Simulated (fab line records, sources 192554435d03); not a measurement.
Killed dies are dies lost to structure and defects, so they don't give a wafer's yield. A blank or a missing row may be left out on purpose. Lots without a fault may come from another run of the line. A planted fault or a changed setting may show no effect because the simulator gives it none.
fab line records | flow n5_finfet
record lots=7 wafers=39
route steps=1938 shown BEOL_M0_SAQP@676 BEOL_M0_CUTY@711 BEOL_M0@715 BEOL_M4@1070
start_h: hours from the record's first day to the start of the lot's first wafer shown | wait_h: hours since the lot's step before | " the same as in the row above | L1.1+2: a row that stands for several wafers | - no value, or no start given | * or withheld: withheld | < > ~ a bound
route shown NAME@n: a module of which the file shows steps, and the number in the route of the first | usual: mean/standard deviation of fault-free wafers | same: alike in all rows | chamber/n: place in a boat | sites: the reading at each site | _std_site: their standard deviation | _edge_site: outer sites' mean less inner sites' | radius_mm: how far each site lies from the wafer's centre | mask NAME#n: copy n | behind: the tool/chamber that last shaped the wafer | hold: why the lot was held/for how many hours/how that ended | device: the transistor (n, p or np) that didn't switch | end of line: the same wafers' tests at the end of the route | a step without rows: its recipe alone | killed: dies lost to structure and defects at the first sort, not the wafer's yield | map: a wafer's dies, x killed, . not, _ none there
set.NAME: the setting as run; set.NAME@STEP: as run at that earlier step | model.NAME: the simulator's own value behind a step, which no gauge read
lots whose settings were changed on purpose; a table a step, a row a wafer
## steps
# step N5_BEOL_M0_SAQP_SPACER2_ALD_26
# recipe material=SiO2 target_thk_a=150 temp_c=300 ald_precursor_family=BDEAS ald_co_reactant=O2-plasma pulse_time_s=1 purge_time_s=2 co_reactant_purge_time_s=2 pressure_torr=2
# columns lot.wafer tool chamber start_h wait_h set.target_thk_a model.SiO2_of_BEOL_M0_SAQP_SPACER2_ALD_26.thk_nm
L079.1+3+5 ald_sin-01 3,2,2 139.04 0.5 150 15
L079.2+4+6 " 0,1,1 " " 226.4 22.8
L081.1+4+6 ald_sin-02 2,1,3 152.47 0.1 150 15
L087.1 ald_sin-03 0 188.58 0.1 150 15.2
L087.2+3+6 " 1,3,1 " " 226.4 22.6
L087.4+5 " 2 " " 150 15
L088.1+3 ald_sin-02 0,2 195.97 0.4 150 14.8
L088.2 " 3 " " 150 15
L088.4+5+6 " 1,3,2 " " 121.1 12
L089.1+2 ald_sin-02 0,1 204.62 0.1 150 15
L089.3 " 2 " " 150 14.8
L089.4+5 " 3 " " 96.18 9.6
L089.6 " 2 " " 96.18 9.4
L092.1 ald_sin-01 2 216.60 0.2 150 15
L092.2+3+4+5+6 " 3,0,0,3,2 " " 150 15.2
L094.1+2+6 ald_sin-03 0,2,2 238.30 0.2 150 15
L094.3+5 " 3 " " 104.7 10.4
L094.4 " 1 " " 104.7 10.6
# step N5_BEOL_M0_SAQP_SPACER2_ETCHBACK_27
# recipe chemistry=CHF3/O2 mode=anisotropic_etchback target=SiO2 target_depth_a=225 time_s=11.25 pressure_mtorr=30 source_w=650 bias_w=170 Ar_flow_sccm=200 CHF3_flow_sccm=50 O2_flow_sccm=5 ion_energy_ev=200
# step N5_BEOL_M0_SAQP_MANDREL2_REMOVE_110
# recipe chemistry=HBr/Cl2/O2 bt_time_s=10 target=a-Si stop_on=SiCN endpoint=OES-SiCl over_etch_frac=1 icp_w=600 bias_w=30 HBr_flow_sccm=150 Cl2_flow_sccm=80 O2_flow_sccm=5 pressure_mtorr=10
# columns lot.wafer tool chamber start_h wait_h set.target_thk_a@BEOL_M0_SAQP_SPACER2_ALD_26 model.BEOL_M0_SAQP.cd_nm
L079.1+3+5 rie_si-06 1,3,0 139.68 0.1 150 14.8
L079.2 " 2 " " 226.4 22.8
L079.4+6 " 0,3 " " 226.4 22.6
L081.1 rie_si-03 3 153.10 0.1 150 14.8
L081.4+6 " 2,0 " " 150 15
L087.1 rie_si-06 0 189.22 0.1 150 15
L087.2+3+6 " 2,3,2 " " 226.4 22.6
L087.4+5 " 1,3 " " 150 14.8
L088.1+2 rie_si-06 0,3 196.61 0.1 150 14.6
L088.3 " 2 " " 150 14.8
L088.4+6 " 1,2 " " 121.1 11.8
L088.5 " 3 " " 121.1 12
L089.1+3 rie_si-06 0,2 205.27 0.1 150 14.8
L089.2 " 1 " " 150 15
L089.4+5+6 " 3,0,1 " " 96.18 9.4
L092.1 rie_si-06 1 217.25 0.1 150 14.8
L092.2+5+6 " 0,0,3 " " 150 15
L092.3+4 " 3,1 " " 150 15.2
L094.1+6 rie_si-03 3,0 238.93 0.1 150 14.8
L094.2 " 2 " " 150 15
L094.3 " 0 " " 104.7 10.2
L094.4 " 1 " " 104.7 10.6
L094.5 " 1 " " 104.7 10.4
# step N5_BEOL_M0_SAQP_CD_MEAS_29
# recipe target_cd_nm=14.4 landing_energy_ev=1000 detector=se_inlens
# usual cd_nm=14.93/0.23
# columns lot.wafer tool chamber start_h wait_h set.target_thk_a@BEOL_M0_SAQP_SPACER2_ALD_26 cd_nm
L079.1 cd_sem-02 0 139.79 0.1 150 14.52
L079.2 " 0 " " 226.4 22.53
L079.3 " 0 " " 150 14.66
L079.4 " 0 " " 226.4 22.28
L079.5 " 0 " " 150 14.82
L079.6 " 0 " " 226.4 22.62
L081.1 cd_sem-03 0 153.21 0.1 150 14.53
L081.4 " 0 " " 150 15.34
L081.6 " 0 " " 150 15.08
L087.1 cd_sem-01 0 189.33 0.1 150 15.16
L087.2 " 0 " " 226.4 22.64
L087.3 " 0 " " 226.4 22.65
L087.4 " 0 " " 150 14.96
L087.5 " 0 " " 150 14.83
L087.6 " 0 " " 226.4 22.94
L088.1 cd_sem-03 0 196.72 0.1 150 14.84
L088.2 " 0 " " 150 14.50
L088.3 " 0 " " 150 14.80
L088.4 " 0 " " 121.1 11.88
L088.5 " 0 " " 121.1 12.03
L088.6 " 0 " " 121.1 11.82
L089.1 cd_sem-03 0 205.38 0.1 150 14.67
L089.2 " 0 " " 150 14.81
L089.3 " 0 " " 150 14.91
L089.4 " 0 " " 96.18 9.26
L089.5 " 0 " " 96.18 9.49
L089.6 " 0 " " 96.18 9.26
L092.1 cd_sem-01 0 217.36 0.1 150 15.03
L092.2 " 0 " " 150 15.12
L092.3 " 0 " " 150 15.44
L092.4 " 0 " " 150 15.25
L092.5 " 0 " " 150 14.98
L092.6 " 0 " " 150 15.31
L094.1 cd_sem-01 0 239.04 0.1 150 14.79
L094.2 " 0 " " 150 14.79
L094.3 " 0 " " 104.7 10.35
L094.4 " 0 " " 104.7 10.53
L094.5 " 0 " " 104.7 10.62
L094.6 " 0 " " 150 14.86
# step N5_BEOL_M0_SAQP_COAT_69
# recipe resist=SOC temp_c=250 time_s=60 spin_rpm=1500 resist_thk_nm=90
# step N5_BEOL_M0_SAQP_COAT_72
# recipe resist=SiARC temp_c=220 time_s=60 spin_rpm=1500 resist_thk_nm=15
# step N5_BEOL_M0_CUTY_DESCUM_61
# recipe chemistry=O2 time_s=7.9 source_power_w=50 bias_power_w=20 pressure_mtorr=20 rf_frequency_hz=2.712e+07 temp_c=40 resist=CAR-ArF-block o2_flow_sccm=225
# step N5_BEOL_M0_CUTY_ETCH_62
# recipe chemistry=CF4 target=SiARC mask_material=CAR-ArF-block time_s=58.5 ion_energy_ev=80 pressure_mtorr=40 source_w=545 bias_w=36 Ar_flow_sccm=100 cf4_flow_sccm=100 ends=cleared
# step N5_BEOL_M0_CUTY_ETCH_63
# recipe chemistry=N2/H2 target=SOC target_depth_a=827 overetch_a=165 mask_material=SiARC temp_c=40 ion_energy_ev=200 time_s=124 pressure_mtorr=30 source_w=840 bias_w=150 n2_flow_sccm=200 h2_flow_sccm=200
# columns lot.wafer tool chamber start_h wait_h set.target_thk_a@BEOL_M0_SAQP_SPACER2_ALD_26 model.SiO2_of_BEOL_M0_SAQP_SPACER2_ALD_26.thk_nm
L079.1 rie_diel-01 0 141.92 0.0 150 7
L079.2+4+6 " 3,3,1 " " 226.4 14.8
L079.3+5 " 1,0 " " 150 7.2
L081.1 rie_diel-04 2 155.19 0.0 150 6.8
L081.4 " 3 " " 150 7
L081.6 " 0 " " 150 7.2
L087.1+5 rie_diel-03 3,0 192.42 0.0 150 7.2
L087.2+3+6 " 0,2,3 " " 226.4 14.8
L087.4 " 2 " " 150 7
L088.1+2 rie_diel-03 2,1 199.30 0.0 150 6.8
L088.3 " 0 " " 150 7
L088.4 " 1 " " 121.1 3.8
L088.5 " 0 " " 121.1 4.2
L088.6 " 2 " " 121.1 4
L089.1+2+3 rie_diel-01 0,3,1 207.84 0.0 150 7
L089.4+5+6 " 2,1,2 " " 96.18 2.4
L092.1+2+4+5+6 rie_diel-01 1,0,3,0,3 220.37 0.0 150 7.2
L092.3 " 2 " " 150 7.4
L094.1 rie_diel-03 1 241.81 0.0 150 6.8
L094.2 " 2 " " 150 7
L094.3+4+5 " 3,0,0 " " 104.7 2.8
L094.6 " 3 " " 150 7.2
# step N5_BEOL_M0_CUTY_STRIP_64
# recipe chemistry=N2/H2 temp_c=40 n2_flow_sccm=200 h2_flow_sccm=200 rf_frequency_hz=6e+07
# step N5_BEOL_M0_ETCH_138
# recipe chemistry=CH3F/O2 target_depth_a=120 target=SiCN time_s=31.6 ion_energy_ev=120 pressure_mtorr=30 source_w=395 bias_w=75 Ar_flow_sccm=150 CH3F_flow_sccm=30 O2_flow_sccm=20 ends=cleared
# step N5_BEOL_M0_HM_OPEN_105
# recipe chemistry=Cl2/BCl3 target_depth_a=120 target=TiN ion_energy_ev=150 pressure_mtorr=10 icp_w=1000 bias_w=126 Cl2_flow_sccm=53.25 bcl3_flow_sccm=21.75 Ar_flow_sccm=25
# columns lot.wafer tool chamber start_h wait_h set.target_thk_a@BEOL_M0_SAQP_SPACER2_ALD_26 model.SiO2_of_BEOL_M0_SAQP_SPACER2_ALD_26.thk_nm
L079.1 rie_metal-01 1 143.32 1.2 150 2.6
L079.2+4 " 0 " " 226.4 10.4
L079.3 " 1 " " 150 3
L079.5 " 1 " " 150 2.8
L079.6 " 0 " " 226.4 10.6
L081.1 rie_metal-01 1 155.64 0.3 150 2.4
L081.4 " 1 " " 150 2.6
L081.6 " 1 " " 150 2.8
L087.1 rie_metal-02 0 192.82 0.2 150 2.8
L087.2+6 " 1 " " 226.4 10.6
L087.3 " 1 " " 226.4 10.4
L087.4 " 0 " " 150 2.4
L087.5 " 0 " " 150 2.6
L088.1+2 rie_metal-01 1,0 199.54 0.1 150 2.4
L088.3 " 0 " " 150 2.8
L088.4+6 " 1 " " 121.1 1
L088.5 " 0 " " 121.1 1.2
L089.1+2+3 rie_metal-03 1,0,0 208.09 0.1 150 2.8
L089.4+5+6 " 1,1,0 " " 96.18 0.6
L092.1+2 rie_metal-02 1,0 220.60 0.1 150 2.8
L092.3+5 " 1 " " 150 3
L092.4+6 " 0 " " 150 2.6
L094.1 rie_metal-01 1 242.79 0.8 150 2.4
L094.2 " 0 " " 150 2.6
L094.3+4+5 " 0,1,1 " " 104.7 0.6
L094.6 " 0 " " 150 2.8
# step N5_BEOL_M4_TRENCH_ETCH_37
# recipe chemistry=C4F6/O2 target_depth_a=555.55 target=SiOC time_s=29.2 ion_energy_ev=250 pressure_mtorr=30 source_w=355 bias_w=185 Ar_flow_sccm=300 C4F6_flow_sccm=10 O2_flow_sccm=10
# columns lot.wafer tool chamber start_h wait_h set.time_s model.BEOL_M4.feature_depth_nm model.etch.depth_nm model.TiN_of_BEOL_M4_HM_DEP_02.thk_nm
L079.1 rie_diel-01 1 - - 29.2 54.6 54.55 17.2
L079.2 " 2 " " 29.2 55.4 55.43 17.4
L079.3 " 0 " " 45.38 87 86.91 15.6
L079.4 " 3 " " 45.38 86.2 86.21 16.2
L079.5 " 2 " " 29.2 55.8 55.88 17.6
L079.6 " 3 " " 45.38 86.6 86.68 15.8
L081.1 rie_diel-01 2 - - 29.2 55.4 55.44 18.2
L081.4 " 3 " " 29.2 55.4 55.32 17.8
L081.6 " 0 " " 29.2 55.8 55.86 17.8
L087.1 rie_diel-03 2 - - 29.2 57.6 57.5 17.6
L087.2 " 1 " " 19.15 38.8 38.74 18
L087.3 " 3 " " 19.15 35.8 35.83 18
L087.4 " 0 " " 29.2 53.8 53.83 17.8
L087.5 " 2 " " 19.15 37.8 37.77 18.4
L087.6 " 3 " " 29.2 54.8 54.87 17.4
L088.1 rie_diel-03 0 - - 29.2 53.6 53.69 18
L088.2 " 1 " " 29.2 58.4 58.46 18
L088.3 " 2 " " 13.93 27.4 27.35 19
L088.4 " 3 " " 13.93 26 26 19
L088.5 " 1 " " 29.2 58.2 58.24 17.8
L088.6 " 0 " " 13.93 25.6 25.52 19.2
L089.1 rie_diel-01 0 - - 17.07 32.6 32.64 18.4
L089.2 " 2 " " 29.2 56.4 56.46 17.8
L089.3 " 3 " " 17.07 32.6 32.67 18.4
L089.4 " 1 " " 17.07 31.8 31.89 18.4
L089.5 " 2 " " 29.2 56.4 56.36 17.6
L089.6 " 3 " " 29.2 56 56.06 17.4
L092.1 rie_diel-03 0 - - 29.2 53.8 53.89 17.6
L092.2 " 3 " " 23.49 43.4 43.41 17.8
L092.3 " 2 " " 23.49 45.8 45.84 18
L092.4 " 1 " " 29.2 58.8 58.71 17.2
L092.5 " 1 " " 23.49 47 46.93 18
L092.6 " 2 " " 29.2 57 57.01 17.2
L094.1 rie_diel-01 1 - - 39.01 72.2 72.21 17
L094.2 " 0 " " 29.2 55.8 55.85 18
L094.3 " 2 " " 39.01 73.6 73.69 17.2
L094.4 " 3 " " 29.2 55.4 55.39 17.6
L094.5 " 3 " " 29.2 55.6 55.69 18
L094.6 " 0 " " 39.01 73.8 73.85 17
# step N5_BEOL_M4_ETCH_41
# recipe chemistry=CH3F/O2 target=SiCN target_depth_a=299 taper_deg=2 time_s=52.5 ion_energy_ev=120 mask_material=TiN pressure_mtorr=30 source_w=395 bias_w=75 Ar_flow_sccm=150 CH3F_flow_sccm=30 O2_flow_sccm=20
# step N5_BEOL_M4_STRIP_97
# recipe chemistry=N2/H2 time_s=10 power_w=450 temp_c=40 pressure_mtorr=20 rf_frequency_hz=6e+07 bias_power_w=7 n2_flow_sccm=200 h2_flow_sccm=200
# step N5_BEOL_M4_OCD_MEAS_38
# usual trench_depth_nm=56.0/1.5
# columns lot.wafer tool chamber start_h wait_h set.time_s@BEOL_M4_TRENCH_ETCH_37 trench_depth_nm
L079.1 ocd-02 - 191.91 - 29.2 54.5
L079.2 " - " " 29.2 55.4
L079.3 " - " " 45.38 86.7
L079.4 " - " " 45.38 86.0
L079.5 " - " " 29.2 55.6
L079.6 " - " " 45.38 87.0
L081.1 ocd-02 - 197.29 - 29.2 54.6
L081.4 " - " " 29.2 55.6
L081.6 " - " " 29.2 55.1
L087.1 ocd-02 - 238.50 - 29.2 57.6
L087.2 " - " " 19.15 38.8
L087.3 " - " " 19.15 35.9
L087.4 " - " " 29.2 54.2
L087.5 " - " " 19.15 37.6
L087.6 " - " " 29.2 54.3
L088.1 ocd-01 - 247.30 - 29.2 52.8
L088.2 " - " " 29.2 58.7
L088.3 " - " " 13.93 27.9
L088.4 " - " " 13.93 26.3
L088.5 " - " " 29.2 58.5
L088.6 " - " " 13.93 25.9
L089.1 ocd-02 - 247.40 - 17.07 33.0
L089.2 " - " " 29.2 56.5
L089.3 " - " " 17.07 32.7
L089.4 " - " " 17.07 31.3
L089.5 " - " " 29.2 56.4
L089.6 " - " " 29.2 56.1
L092.1 ocd-01 - 262.65 - 29.2 54.2
L092.2 " - " " 23.49 43.5
L092.3 " - " " 23.49 46.3
L092.4 " - " " 29.2 58.8
L092.5 " - " " 23.49 46.6
L092.6 " - " " 29.2 56.8
L094.1 ocd-01 - 281.46 - 39.01 72.2
L094.2 " - " " 29.2 55.4
L094.3 " - " " 39.01 74.0
L094.4 " - " " 29.2 56.0
L094.5 " - " " 29.2 56.4
L094.6 " - " " 39.01 74.0
# step N5_BEOL_M4_HM_STRIP_39
# recipe chemistry=peroxide_tin_strip material=TiN target_depth_a=250 temp_c=50 time_s=158
# step N5_BEOL_M4_SRD_40
# recipe time_s=30 temp_c=23 rinse_liquid=diw dry=ipa_marangoni
# step N5_BEOL_M4_ECD_50
# recipe material=Cu target_thk_a=3000
# step N5_BEOL_M4_ANNEAL_51
# recipe temp_c=225 time_s=90 ambient=N2
# step N5_BEOL_M4_CMP_52
# recipe stop_on=SiOC t_overpolish_s=6.8 down_force_psi=1 platen_rpm=50 clearing_platen_down_force_psi=1.5 clearing_platen_rpm=50 post_cmp_clean=cu_alkaline target_thk_nm=40 clearing_platen_pad_velocity_m_s=0.99484 pad_velocity_m_s=0.99484
# columns lot.wafer tool chamber start_h wait_h set.time_s@BEOL_M4_TRENCH_ETCH_37 model.Cu_of_BEOL_M4_ECD_50.thk_nm
L079.3 cmp-01 3 195.35 0.2 45.38 70.2
L079.1 " 0 " " 29.2 40
L079.2 " 1 " " 29.2 39
L079.4 " 2 " " 45.38 69.8
L079.6 " 3 " " 45.38 68.6
L079.5 " 0 " " 29.2 42
L081.4 cmp-03 1 202.25 0.4 29.2 38.2
L081.1 " 2 " " 29.2 38.6
L081.6 " 3 " " 29.2 39.4
L087.3 cmp-02 0 243.75 0.2 19.15 19.2
L087.4 " 1 " " 29.2 39.8
L087.2 " 2 " " 19.15 24
L087.1 " 3 " " 29.2 42.8
L087.5 " 0 " " 19.15 22.4
L087.6 " 1 " " 29.2 40.2
L088.4 cmp-03 0 250.69 0.1 13.93 11.8
L088.3 " 1 " " 13.93 11
L088.1 " 2 " " 29.2 37.6
L088.2 " 3 " " 29.2 40.4
L088.6 " 0 " " 13.93 11.4
L088.5 " 1 " " 29.2 42
L089.2 cmp-02 2 250.85 0.2 29.2 41.8
L089.4+1 " 3,1 " " 17.07 18
L089.3 " 0 " " 17.07 16.2
L089.6 " 2 " " 29.2 41
L089.5 " 3 " " 29.2 42.2
L092.4 cmp-02 3 266.17 0.1 29.2 42.4
L092.1 " 0 " " 29.2 37.4
L092.3 " 1 " " 23.49 30.8
L092.2 " 2 " " 23.49 27.2
L092.5 " 3 " " 23.49 32
L092.6 " 0 " " 29.2 40.2
L094.1 cmp-01 0 284.84 0.3 39.01 57.2
L094.2 " 1 " " 29.2 40.4
L094.4 " 2 " " 29.2 39.2
L094.3 " 3 " " 39.01 55.8
L094.5 " 0 " " 29.2 39.8
L094.6 " 1 " " 39.01 57.8
# step N5_BEOL_M4_THK_MEAS_53
# recipe thk_meas_gauge=xrf reads=Cu_of_BEOL_M4_ECD_50
# usual M4_THK=40.3/1.9
# columns lot.wafer tool chamber start_h wait_h set.time_s@BEOL_M4_TRENCH_ETCH_37 M4_THK[nm]
L079.1 film_metro-01 - 195.65 - 29.2 40.1
L079.2 " - " " 29.2 39.1
L079.3 " - " " 45.38 70.3
L079.4 " - " " 45.38 70.1
L079.5 " - " " 29.2 42.3
L079.6 " - " " 45.38 69.2
L081.1 film_metro-01 - 202.47 - 29.2 38.8
L081.4 " - " " 29.2 38.3
L081.6 " - " " 29.2 39.6
L087.1 film_metro-02 - 244.05 - 29.2 43.3
L087.2 " - " " 19.15 24.4
L087.3 " - " " 19.15 19.5
L087.4 " - " " 29.2 40.3
L087.5 " - " " 19.15 22.7
L087.6 " - " " 29.2 40.8
L088.1 film_metro-02 - 250.99 - 29.2 37.9
L088.2 " - " " 29.2 40.7
L088.3 " - " " 13.93 11.0
L088.4 " - " " 13.93 11.8
L088.5 " - " " 29.2 42.2
L088.6 " - " " 13.93 11.5
L089.1 film_metro-01 - 251.14 - 17.07 18.1
L089.2 " - " " 29.2 41.9
L089.3 " - " " 17.07 16.3
L089.4 " - " " 17.07 18.0
L089.5 " - " " 29.2 42.1
L089.6 " - " " 29.2 41.2
L092.1 film_metro-02 - 266.46 - 29.2 37.6
L092.2 " - " " 23.49 27.4
L092.3 " - " " 23.49 31.0
L092.4 " - " " 29.2 43.0
L092.5 " - " " 23.49 32.3
L092.6 " - " " 29.2 40.6
L094.1 film_metro-02 - 285.13 - 39.01 57.5
L094.2 " - " " 29.2 40.7
L094.3 " - " " 39.01 56.0
L094.4 " - " " 29.2 39.8
L094.5 " - " " 29.2 40.4
L094.6 " - " " 39.01 58.3
# step N5_BEOL_M4_PRE_CLEAN_60
# recipe gas=NH3/H2 time_s=15 temp_c=* rf_power_w=300
# step N5_BEOL_M4_CO_CAP_55
# recipe material=Co target_thk_a=20 temp_c=200 precursor=CCTBA/H2 pressure_torr=30 time_s=102.1
# step N5_BEOL_M4_PRE_CLEAN_56
# recipe gas=NH3 time_s=15 temp_c=withheld rf_power_w=300
# step N5_BEOL_M4_DEP_57
# recipe material=SiCN target_thk_a=80 temp_c=withheld precursor=3MS/NH3 pressure_torr=3 rf_w=202 time_s=14
# step N5_BEOL_M4_RS_MEAS_58
# recipe thk_meas_gauge=four-point-probe reads=Co_of_BEOL_M4_CO_CAP_55+Cu_of_BEOL_M4_ECD_50+Co_of_BEOL_M4_CVD_47+TaN_of_BEOL_M4_ALD_84
# usual M4_RS=0.67/0.041
# columns lot.wafer tool chamber start_h wait_h set.time_s@BEOL_M4_TRENCH_ETCH_37 M4_RS[ohm/sq]
L079.1 film_metro-02 - 195.91 0.0 29.2 0.67
L079.2 " - " " 29.2 0.69
L079.3 " - " " 45.38 0.33
L079.4 " - " " 45.38 0.34
L079.5 " - " " 29.2 0.63
L079.6 " - " " 45.38 0.34
L081.1 film_metro-01 - 202.73 0.0 29.2 0.70
L081.4 " - " " 29.2 0.71
L081.6 " - " " 29.2 0.68
L087.1 film_metro-02 - 244.34 0.1 29.2 0.61
L087.2 " - " " 19.15 1.32
L087.3 " - " " 19.15 1.80
L087.4 " - " " 29.2 0.67
L087.5 " - " " 19.15 1.45
L087.6 " - " " 29.2 0.66
L088.1 film_metro-02 - 251.36 0.0 29.2 0.72
L088.2 " - " " 29.2 0.66
L088.3 " - " " 13.93 3.98
L088.4 " - " " 13.93 3.63
L088.5 " - " " 29.2 0.63
L088.6 " - " " 13.93 3.73
L089.1 film_metro-01 - 251.42 0.1 17.07 1.96
L089.2 " - " " 29.2 0.63
L089.3 " - " " 17.07 2.27
L089.4 " - " " 17.07 1.97
L089.5 " - " " 29.2 0.62
L089.6 " - " " 29.2 0.65
L092.1 film_metro-02 - 266.72 0.0 29.2 0.73
L092.2 " - " " 23.49 1.11
L092.3 " - " " 23.49 0.94
L092.4 " - " " 29.2 0.62
L092.5 " - " " 23.49 0.89
L092.6 " - " " 29.2 0.66
L094.1 film_metro-01 - 285.41 0.0 39.01 0.43
L094.2 " - " " 29.2 0.66
L094.3 " - " " 39.01 0.44
L094.4 " - " " 29.2 0.68
L094.5 " - " " 29.2 0.67
L094.6 " - " " 39.01 0.42
## key
split step=N5_BEOL_M0_SAQP_SPACER2_ALD_26 setting=target_thk_a stated=150 by=wafer
response step=N5_BEOL_M0_SAQP_SPACER2_ALD_26 reading=model.SiO2_of_BEOL_M0_SAQP_SPACER2_ALD_26.thk_nm change=+0.15 per=1% r=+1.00
response step=N5_BEOL_M0_SAQP_MANDREL2_REMOVE_110 reading=model.BEOL_M0_SAQP.cd_nm change=+0.152 per=1% r=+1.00
response step=N5_BEOL_M0_SAQP_CD_MEAS_29 reading=cd_nm change=+0.151 per=1% r=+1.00
response step=N5_BEOL_M0_CUTY_ETCH_63 reading=model.SiO2_of_BEOL_M0_SAQP_SPACER2_ALD_26.thk_nm change=+0.145 per=1% r=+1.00
response step=N5_BEOL_M0_HM_OPEN_105 reading=model.SiO2_of_BEOL_M0_SAQP_SPACER2_ALD_26.thk_nm change=+0.124 per=1% r=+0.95
split step=N5_BEOL_M4_TRENCH_ETCH_37 setting=time_s stated=29.2 by=wafer
response step=N5_BEOL_M4_TRENCH_ETCH_37 reading=model.BEOL_M4.feature_depth_nm change=+0.562 per=1% r=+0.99
response step=N5_BEOL_M4_TRENCH_ETCH_37 reading=model.etch.depth_nm change=+0.562 per=1% r=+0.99
response step=N5_BEOL_M4_TRENCH_ETCH_37 reading=model.TiN_of_BEOL_M4_HM_DEP_02.thk_nm change=-0.0229 per=1% r=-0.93
response step=N5_BEOL_M4_OCD_MEAS_38 reading=trench_depth_nm change=+0.56 per=1% r=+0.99
response step=N5_BEOL_M4_CMP_52 reading=model.Cu_of_BEOL_M4_ECD_50.thk_nm change=+0.543 per=1% r=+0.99
response step=N5_BEOL_M4_THK_MEAS_53 reading=M4_THK change=+0.545 per=1% r=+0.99
response step=N5_BEOL_M4_RS_MEAS_58 reading=M4_RS shape=bent at_lowest=3.78 at_stated=0.66 at_highest=0.34
